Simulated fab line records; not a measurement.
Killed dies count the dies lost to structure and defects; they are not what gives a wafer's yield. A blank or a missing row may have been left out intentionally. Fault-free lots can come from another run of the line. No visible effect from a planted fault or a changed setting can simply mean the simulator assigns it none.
Code-filled problem report in 8D (eight disciplines) form | flow n5Finfet | the parts of the form that need people (team, actions taken, sign-off) are left out

== 1. WHAT IS WRONG ==
Mean of etchRfOnTimeS at N5_FIN_SAQP_HM_OPEN_33: 81.9 s across 6 wafers in 2 lots; on wafers with no fault it is 69.1 s (standard deviation 1.3). That is +9.9 standard deviations from the usual mean.
The step: chemistry CH3F/O2, target SiNx, target depth 49.4 nm, time 70.6 s.
First observed at day 6 20:01: wafer L309.2, on rieDiel-01. The record has a number at this step for 27 wafers belonging to 9 lots. Rule for "out", or "out of limits": more than 4 standard deviations from the usual mean. All remaining wafers that have a number are taken as sound.

== 2. WHAT IT IS, AND WHAT IT ISN'T ==
question                    | is                     | is not
which readings at this step | etchRfOnTimeS          | drypumpMotorCurrentA, rfVppV, showerheadPlenumPTorr
which lots                  | L309, L310             | L292, L296, L297, L299, L300, L311, L312
which wafers of those lots  | all that have a number | -
read on which tools         | rieDiel-01             | rieDiel-02, rieDiel-04
when                        | from day 6 20:01       | up to then (15 sound wafers); but 6 sound wafers of L311, L312 came after

== 3. WHAT RULES OUT EACH SUSPECT ==
Counting: a tool at any process step up to the reading remains a suspect when it ran all the lots that are out and ran no sound lot after the first of those.
- rieDiel-01 at N5_FIN_SAQP_HM_OPEN_33 (chemistry CH3F/O2, target SiNx, target depth 49.4 nm, time 70.6 s): kept. It processed each lot that is out, first L309 at day 6 20:01, and no sound lot thereafter; up to then, the last sound lot it processed was L300 at day 4 17:19. Its own etchRfOnTimeS readings are out on those wafers.
After counting, what remains is rieDiel-01 at N5_FIN_SAQP_HM_OPEN_33.

== 4. THE CAUSE (what the simulator had put in) ==
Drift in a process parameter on rieDiel-01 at N5_FIN_SAQP_HM_OPEN_33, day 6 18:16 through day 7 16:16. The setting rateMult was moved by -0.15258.
Only this tool survived the counting.

== 5. THE EFFECT CHAIN, in route order ==
Rows list readings where the struck wafers' mean (over those with a number) sits beyond 3 standard deviations from the usual. Readings are gone through only where the record gives a usual standard deviation; hours: the median, over the lots, of the time from a lot's start at the first step in this table giving one to that lot's start at this step; sigmas: the change measured in usual standard deviations.
hours | step                   | reading       | usual  | on struck wafers | change | sigmas
0     | N5_FIN_SAQP_HM_OPEN_33 | etchRfOnTimeS | 69.1 s | 81.9             | +12.8  | +9.9
Its process steps:
- N5_FIN_SAQP_HM_OPEN_33: chemistry CH3F/O2, target SiNx, target depth 49.4 nm, time 70.6 s.
Later measuring or inspecting steps at which every struck wafer that the step has a row for has a number for every such reading, and none has moved that far: N5_BEOL_M4_RC_MEAS_101.

== 6. HOW IT WOULD HAVE BEEN CAUGHT EARLIER ==
First out-of-limits reading in this record: day 6 20:01, which is 2 hours after fault onset at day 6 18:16.
